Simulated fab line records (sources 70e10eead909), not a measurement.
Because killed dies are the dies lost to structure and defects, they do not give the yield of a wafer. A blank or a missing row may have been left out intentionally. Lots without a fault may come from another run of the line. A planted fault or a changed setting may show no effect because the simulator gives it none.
fab line records	flow nand_harc
record lots=6	wafers=18	last_day=34
route steps=1302 shown A_STAIRCASE@859 END@1302
lots that met no fault: from a run of the same line without faults
start_h: hours from the record's opening day to when the first of the lot's shown wafers began	wait_h: time in hours since the lot's previous step	" as in the row above	L1.1+2: several wafers, shown together as one row	- no value present, or no start provided	* or withheld: withheld	< > ~ a bound
route shown NAME@n: NAME is a module with steps in the file, n the number in the route of the first one	usual: average and standard deviation across the fault-free wafers	same: alike in all rows	chamber/n: place in a boat	sites: the reading at each site	_std_site: standard deviation across them	_edge_site: outer sites' mean less inner sites'	radius_mm: for every site, how far away it sits from the centre of the wafer	mask NAME#n: copy n	behind: the most recent tool/chamber to have shaped the wafer	hold: why the lot was held/for how many hours/how that ended	device: whichever transistor did not switch (one of n, p or np)	end of line: at the end of the route, the tests of the same wafers	for a step that has no rows: nothing shown but its recipe	killed: dies that structure and defects cost at the first sort, which is not the same as the wafer's yield	map: per-die view of a wafer (x killed, . not killed, _ where there is no die)
set.NAME: the setting as run; set.NAME@STEP: as run at that earlier step	model.NAME: the simulator's own value behind a step, which no gauge read
lots at selected steps of the route; one table per step, one row per wafer
services: the hour from which a tool's chamber was out of use, counted from the record's first day as start_h (under 0 if before that day), plus the number of hours and why
## steps
# step NHARC_A_STAIRCASE_DEHYDRATE_433
# recipe temp_c=150	time_s=120
# step NHARC_A_STAIRCASE_HMDS_434
# recipe time_s=30
# step NHARC_A_STAIRCASE_COAT_435
# recipe spin_rpm=1200
# step NHARC_A_STAIRCASE_SOFTBAKE_436
# recipe temp_c=135	time_s=170
# step NHARC_A_STAIRCASE_EBR_437
# step NHARC_A_STAIRCASE_EXPOSE_438
# recipe na=0.5	dose_mj=28.97	mask_id=STAIR_REV
# step NHARC_A_STAIRCASE_PEB_439
# recipe peb_temp_c=115	peb_time_s=130
# step NHARC_A_STAIRCASE_DEVELOP_440
# recipe time_s=140
# step NHARC_A_STAIRCASE_HARDBAKE_442
# recipe temp_c=120	time_s=140
# step NHARC_A_STAIRCASE_DESCUM_443
# recipe time_s=3	o2_flow_sccm=200	ar_flow_sccm=0	bias_power_w=0	chemistry=O2
# usual drypump_motor_current_A=5.92/0.25	oes_product_au=0.998/0.0096	rf_vpp_V=57.5/0.84	showerhead_plenum_p_Torr=1.85/0.089	throttle_valve_pct=11.311/0.0087
lot.wafer	tool	chamber	start_h	wait_h	drypump_motor_current_A	oes_product_au	rf_hours_counter_h	rf_vpp_V	showerhead_plenum_p_Torr	throttle_valve_pct
L527.3	rie_diel-02	0	466.74	-	5.94	0.995	13	56.6	1.79	11.323
L527.2	"	3	"	"	6.07	0.988	22	55.9	1.79	11.309
L527.5	"	0	"	"	5.98	0.994	-	56.4	1.79	11.313
L535.2	rie_diel-06	3	540.10	-	5.78	0.996	17	59.2	2.05	11.326
L535.3	"	0	"	"	5.14	0.994	9	57.3	1.90	11.303
L535.5	"	3	"	"	5.76	1.009	-	58.3	2.05	11.309
L543.2	rie_diel-02	2	614.21	-	6.09	1.000	16	56.6	1.90	11.311
L543.1	"	3	"	"	6.06	0.998	14	57.2	1.78	11.316
L543.5	"	1	"	"	5.77	0.995	-	57.6	1.81	11.307
L540.1	rie_diel-02	2	614.26	-	6.12	0.993	16	58.1	1.90	11.290
L540.2	"	3	"	"	6.08	1.005	14	57.5	1.78	11.299
L540.6	"	1	"	"	5.78	0.994	-	57.6	1.81	11.316
L544.1	rie_diel-04	1	642.45	-	5.93	1.007	32	57.2	1.81	11.317
L544.2	"	3	"	"	6.07	1.007	27	58.3	2.07	11.327
L544.3	"	0	"	"	5.67	1.010	31	57.3	1.78	11.321
L546.2	rie_diel-04	0	666.88	-	5.66	1.019	42	56.6	1.77	11.306
L546.3	"	2	"	"	6.13	0.990	40	56.0	1.79	11.297
L546.5	"	1	"	"	5.94	1.003	-	56.9	1.81	11.310
# step NHARC_A_STAIRCASE_ETCH_444
# recipe target_depth_a=2.04e+05	time_s=6800	c4f8_flow_sccm=20	o2_flow_sccm=10	ar_flow_sccm=withheld	rf_w=600	bias_w=1000	chemistry=C4F8/O2
# usual bias_w=1000/3.1	oes_product_au=0.931/0.016	rf_vpp_V=803/4.9	run_length_s=6821.3/0.42
lot.wafer	tool	chamber	start_h	wait_h	bias_w	oes_product_au	rf_hours_counter_h	rf_vpp_V	run_length_s
L527.3	rie_diel-02	0	466.83	0.1	997	0.921	14	801	6820.6
L527.2	"	2	"	"	1000	0.930	22	809	6821.7
L527.5	"	0	"	"	1004	0.927	-	800	6820.8
L535.2	rie_diel-06	1	540.41	0.3	1001	0.935	14	812	6821.7
L535.3	"	0	541.83	1.7	997	0.913	10	807	6821.3
L535.5	"	2	"	"	995	0.922	-	802	6821.6
L543.1	rie_diel-02	0	614.29	0.1	1003	0.932	11	800	7454.2
L543.2	"	2	"	"	1003	0.959	17	806	7454.6
L543.5	"	1	616.70	2.5	997	0.953	-	801	7454.3
L540.1	rie_diel-02	1	617.18	2.9	1009	0.953	18	800	7454.1
L540.2	"	3	"	"	1001	0.973	16	799	7455
L540.6	"	2	619.60	5.3	995	0.957	-	807	7454.3
L544.2	rie_diel-04	0	642.53	0.1	1003	0.925	32	799	6821.3
L544.1	"	1	"	"	1002	0.924	33	800	6820.8
L544.3	"	2	"	"	1001	0.912	32	799	6822
L546.3	rie_diel-04	1	667.36	0.5	996	0.928	44	800	6820.4
L546.2	"	0	668.62	1.7	998	0.937	43	800	6821.3
L546.5	"	1	"	"	1001	0.928	-	801	6820.8
# step NHARC_END_SORT_01
# recipe temp_c=25
# usual killed_at_array=58/20	killed_at_other=0.8/1	killed_at_periphery=4.6/2.8	killed_dies=63/19	killed_open=3.4/2	killed_short=2.4/1.8
# same gross_dies=677
lot.wafer	tool	chamber	start_h	wait_h	killed_at_array	killed_at_other	killed_at_periphery	killed_dies	killed_open	killed_short
L543.1	prober-01	0	749.59	2.5	670	1	6	677	5	3
L543.2	prober-01	0	750.39	2.8	670	1	5	676	3	3
L543.5	prober-01	0	752.79	3.7	671	0	5	676	8	3
L540.1	prober-01	0	761.47	2.5	674	0	2	676	4	1
L540.2	prober-01	0	762.27	2.8	672	0	4	676	3	2
L540.6	prober-01	0	765.47	4.0	671	0	4	675	4	3
L544.1	prober-02	0	775.14	2.5	53	1	11	65	4	2
L544.2	prober-02	0	775.94	2.8	48	2	11	61	6	3
L544.3	prober-02	0	776.75	3.1	40	0	7	47	1	2
# killed by level:class
L543.1 A_STAIRCASE:area_etch=617 A_SLIT:chamber_film_flake=22 A_CHANNEL_HOLE_D1:chamber_film_flake=14 A_CONTACT:chamber_film_flake=5 P_GATE:chamber_film_flake=3 A_M1:chamber_film_flake=3 A_CHANNEL_FILL_D2:chamber_film_flake=2 P_GATE:geometric_particle:open=1
L543.2 A_STAIRCASE:area_etch=623 A_SLIT:chamber_film_flake=30 A_CHANNEL_HOLE_D1:chamber_film_flake=6 P_GATE:chamber_film_flake=3 A_CONTACT:chamber_film_flake=3 A_CHANNEL_HOLE_D2:chamber_film_flake=2 P_M0:geometric_particle:open=1 A_ONON_D1:geometric_particle:open=1
L543.5 A_STAIRCASE:area_etch=615 A_SLIT:chamber_film_flake=26 A_CHANNEL_HOLE_D1:chamber_film_flake=12 A_CONTACT:chamber_film_flake=4 A_WL_FILL:geometric_particle:open=2 P_M0:chamber_film_flake=2 A_CHANNEL_FILL_D2:chamber_film_flake=2 P_CONTACT:geometric_particle:open=1
L540.1 A_STAIRCASE:area_etch=619 A_SLIT:chamber_film_flake=23 A_CHANNEL_HOLE_D1:chamber_film_flake=11 A_STAIRCASE:chamber_film_flake=8 A_CONTACT:chamber_film_flake=6 A_WL_FILL:chamber_film_flake=3 P_M0:geometric_particle:open=1 A_SOURCE_PLATE:geometric_particle:open=1
L540.2 A_STAIRCASE:area_etch=612 A_SLIT:chamber_film_flake=36 A_CHANNEL_HOLE_D1:chamber_film_flake=10 A_CONTACT:chamber_film_flake=7 A_WL_FILL:chamber_film_flake=2 P_GATE:geometric_particle:open=1 A_ONON_D1:geometric_particle:open=1 A_ONON_D1:geometric_particle:short=1
L540.6 A_STAIRCASE:area_etch=618 A_SLIT:chamber_film_flake=26 A_CHANNEL_HOLE_D1:chamber_film_flake=13 A_STAIRCASE:chamber_film_flake=5 P_M0:chamber_film_flake=2 A_WL_FILL:chamber_film_flake=2 P_M0:geometric_particle:short=1 A_ONON_D1:geometric_particle:short=1
L544.1 A_CHANNEL_HOLE_D2:chamber_film_flake=29 P_GATE:chamber_film_flake=9 A_SLIT:chamber_film_flake=5 A_STAIRCASE:chamber_film_flake=3 A_CONTACT:chamber_film_flake=3 A_CHANNEL_FILL_D2:chamber_film_flake=2 A_BONDPAD:chamber_film_flake=2 P_M0:geometric_particle:open=1
L544.2 A_CHANNEL_HOLE_D2:chamber_film_flake=20 A_SLIT:chamber_film_flake=9 A_CONTACT:chamber_film_flake=8 P_GATE:chamber_film_flake=6 P_M0:geometric_particle:open=2 P_ZERO_WELL:chamber_film_flake=2 A_BONDPAD:chamber_film_flake=2 THIN_TSV:chamber_film_flake=2
L544.3 A_CHANNEL_HOLE_D2:chamber_film_flake=18 A_CONTACT:chamber_film_flake=6 P_GATE:chamber_film_flake=5 A_SLIT:chamber_film_flake=4 A_CHANNEL_HOLE_D1:chamber_film_flake=3 A_BONDPAD:chamber_film_flake=3 P_M1:chamber_film_flake=2 A_ONON_D2:geometric_particle:short=1
# map L540.1 (x killed, . not)
____________x____________
_________xxxxxxx_________
_______xxxxxxxxxxx_______
______xxxxxxxxxxxxx______
_____xxxxxxxxxxxxxxx_____
____xxxxxxxxxxxxxxxxx____
____xxxxxxxxxxxxxxxxx____
___xxxxxxxxxxxxxxxxxxx___
___xxxxxxxxxxxxxxxxxxx___
__xxxxxxxxxxxxxxxxxxxxx__
__xxxxxxxxxxxxxxxxxxxxx__
_xxxxxxxxxxxxxxxxxxxxxxx_
_xxxxxxxxxxxxxxxxxxxxxxx_
_xxxxxxxxxxxxxxxxxxxxxxx_
_xxxxxxxxxxxxxxxxxxxxxxx_
_xxxxxxxxxxxxxxxxxxxxxxx_
xxxxxxxxxxxxxxxxxxxxxxxxx
xxxxxxxxxxxxxxxxxxxxxxxxx
xxxxxxxxxxxxxxxxxxxxxxxxx
xxxxxxxxxxxxxxxxxxxxxxxxx
xxxxxxxxxxxxxxxxxxxxxxxxx
_xxxxxxxxxxxxxxxxxxxxxxx_
_xxxxxxxxxxxxxxxxxxxxxxx_
_xxxxxxxxxxxxxxxxxxxxxxx_
_xxxxxxxxxxxxxxxxxxxxxxx_
_xxxxxxxxxxxxxxxxxxxxxxx_
__xxxxxxxxxxxxxxxxxxxxx__
__xxxxxxxxxxxxxxxxxxxxx__
___xxxxxxxxxxxxxxxxxxx___
___xxxxxxxxx.xxxxxxxxx___
____xxxxxxxxxxxxxxxxx____
____xxxxxxxxxxxxxxxxx____
_____xxxxxxxxxxxxxxx_____
______xxxxxxxxxxxxx______
_______xxxxxxxxxxx_______
_________xxxxxxx_________
____________x____________
# map L543.1 (x killed, . not)
____________x____________
_________xxxxxxx_________
_______xxxxxxxxxxx_______
______xxxxxxxxxxxxx______
_____xxxxxxxxxxxxxxx_____
____xxxxxxxxxxxxxxxxx____
____xxxxxxxxxxxxxxxxx____
___xxxxxxxxxxxxxxxxxxx___
___xxxxxxxxxxxxxxxxxxx___
__xxxxxxxxxxxxxxxxxxxxx__
__xxxxxxxxxxxxxxxxxxxxx__
_xxxxxxxxxxxxxxxxxxxxxxx_
_xxxxxxxxxxxxxxxxxxxxxxx_
_xxxxxxxxxxxxxxxxxxxxxxx_
_xxxxxxxxxxxxxxxxxxxxxxx_
_xxxxxxxxxxxxxxxxxxxxxxx_
xxxxxxxxxxxxxxxxxxxxxxxxx
xxxxxxxxxxxxxxxxxxxxxxxxx
xxxxxxxxxxxxxxxxxxxxxxxxx
xxxxxxxxxxxxxxxxxxxxxxxxx
xxxxxxxxxxxxxxxxxxxxxxxxx
_xxxxxxxxxxxxxxxxxxxxxxx_
_xxxxxxxxxxxxxxxxxxxxxxx_
_xxxxxxxxxxxxxxxxxxxxxxx_
_xxxxxxxxxxxxxxxxxxxxxxx_
_xxxxxxxxxxxxxxxxxxxxxxx_
__xxxxxxxxxxxxxxxxxxxxx__
__xxxxxxxxxxxxxxxxxxxxx__
___xxxxxxxxxxxxxxxxxxx___
___xxxxxxxxxxxxxxxxxxx___
____xxxxxxxxxxxxxxxxx____
____xxxxxxxxxxxxxxxxx____
_____xxxxxxxxxxxxxxx_____
______xxxxxxxxxxxxx______
_______xxxxxxxxxxx_______
_________xxxxxxx_________
____________x____________
## services
tool	chamber	start_h	hours	kind
rie_diel-02	0	451.77	-	clean
rie_diel-02	1	451.77	-	clean
rie_diel-02	2	451.77	-	clean
rie_diel-02	3	451.77	-	clean
rie_diel-02	0	476.27	-	clean
rie_diel-02	1	476.27	-	clean
rie_diel-02	2	476.27	-	clean
rie_diel-02	3	476.27	-	clean
rie_diel-06	-	485.34	9.0	pm
rie_diel-02	2	500.57	1.9	repair
rie_diel-02	0	500.81	-	clean
rie_diel-02	1	500.81	-	clean
rie_diel-04	2	506.47	6.2	repair
rie_diel-06	0	524.67	9.9	repair
rie_diel-04	-	532.18	9.0	pm
rie_diel-06	1	551.05	2.3	repair
rie_diel-06	0	565.19	10.4	repair
rie_diel-02	-	573.36	9.0	pm
rie_diel-06	2	589.06	6.9	repair
rie_diel-06	1	611.16	8.6	repair
rie_diel-04	2	633.68	5.4	repair
rie_diel-02	0	641.24	7.2	repair
rie_diel-04	3	648.56	46.2	repair
rie_diel-06	-	662.38	9.0	pm
## key
first_sign step=NHARC_A_STAIRCASE_ETCH_444	reading=run_length_s	direction=up	sigmas=99+	usual=*	struck=*
effect step=NHARC_END_SORT_01	reading=killed_dies	direction=up	sigmas=32	usual=63	struck=676
more_kills_born_at NHARC_A_STAIRCASE_ETCH_444@rie_diel-02=3704
met_at NHARC_A_STAIRCASE_ETCH_444
struck_wafers L540.1,L540.2,L540.6,L543.1,L543.2,L543.5
later_rows_left_out L540.1,L540.2,L540.6,L543.1,L543.2,L543.5
tester_left_out L540,L543
onset_between 466.83 614.29
fault kind=process_parameter_drift	tool=rie_diel-02	chamber=-	onset_h=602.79	steps=NHARC_A_STAIRCASE_ETCH_444	channel=time_s	offset=*	shape=step	end_h=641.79	acts_in=*	stated=*
# tester_left_out: of these lots the tester's yield and bins aren't shown, on N5 and GAA mostly nor the transistor test; their killed dies are dies lost to structure and defects alone, not to doping, threshold or leakage, so they don't give the yield
# later_rows_left_out: the simulator's readings of these wafers behind a module that went badly wrong aren't trusted and aren't shown, but for the sort
